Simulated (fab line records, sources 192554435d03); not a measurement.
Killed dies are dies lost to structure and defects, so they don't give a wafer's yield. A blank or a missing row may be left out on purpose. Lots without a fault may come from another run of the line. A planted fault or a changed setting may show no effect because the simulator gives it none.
One fault seen from 2 desks | flow n5_finfet | each desk has only its own numbers; what lay behind them comes last

THE METROLOGY DESK
What the gauges read, lot by lot, whatever tool the lot ran on: means of the sampled wafers that have a number. A lot is out of limits, marked OUT, if its mean lies more than 4 standard deviations from the usual mean; the brackets give that distance.
Columns: A = M9_THK at N5_BEOL_M9_THK_MEAS_53, usual 139 nm; B = M9_RS at N5_BEOL_M9_RS_MEAS_57, usual 0.152 ohm/sq
lot  | first seen here | A   | B
L313 | day 11 18:34    | 139 | 0.152
L315 | day 12 07:23    | 138 | 0.153
L319 | day 13 14:45    | 139 | 0.152
L325 | day 15 05:40    | 137 | 0.155
L332 | day 17 00:51    | 141 | 0.150
This desk's finding: nothing out of limits on any of the 5 lots.

THE TOOL OWNER'S DESK: pecvd-02
The tool's own readings at N5_BEOL_M9_DEP_56 (deposits SiCN from 3MS/NH3, target thk 15 nm, time 26.5 s): means of the sampled wafers that have a number, for each lot that ran on this tool. A lot is out of limits, marked OUT, if its mean lies more than 4 standard deviations from the usual mean; the brackets give that distance.
Columns: A = chamber_pressure_Torr at N5_BEOL_M9_DEP_56, usual 3.000 Torr; B = showerhead_plenum_p_Torr at N5_BEOL_M9_DEP_56, usual 3.660 Torr; C = throttle_valve_pct at N5_BEOL_M9_DEP_56, usual 9.3 %
lot  | first seen here | A     | B     | C
L315 | day 12 07:27    | 2.990 | 3.661 | 9.3
L319 | day 13 14:49    | 2.999 | 3.648 | 9.3
L332 | day 17 00:55    | 2.999 | 3.666 | 9.6
This desk's finding: nothing out of limits on any of the 3 lots.

PUT TOGETHER
The metrology desk saw nothing out of limits.
The tool owner's desk saw nothing out of limits.

WHAT THE SIMULATOR HAD PUT IN
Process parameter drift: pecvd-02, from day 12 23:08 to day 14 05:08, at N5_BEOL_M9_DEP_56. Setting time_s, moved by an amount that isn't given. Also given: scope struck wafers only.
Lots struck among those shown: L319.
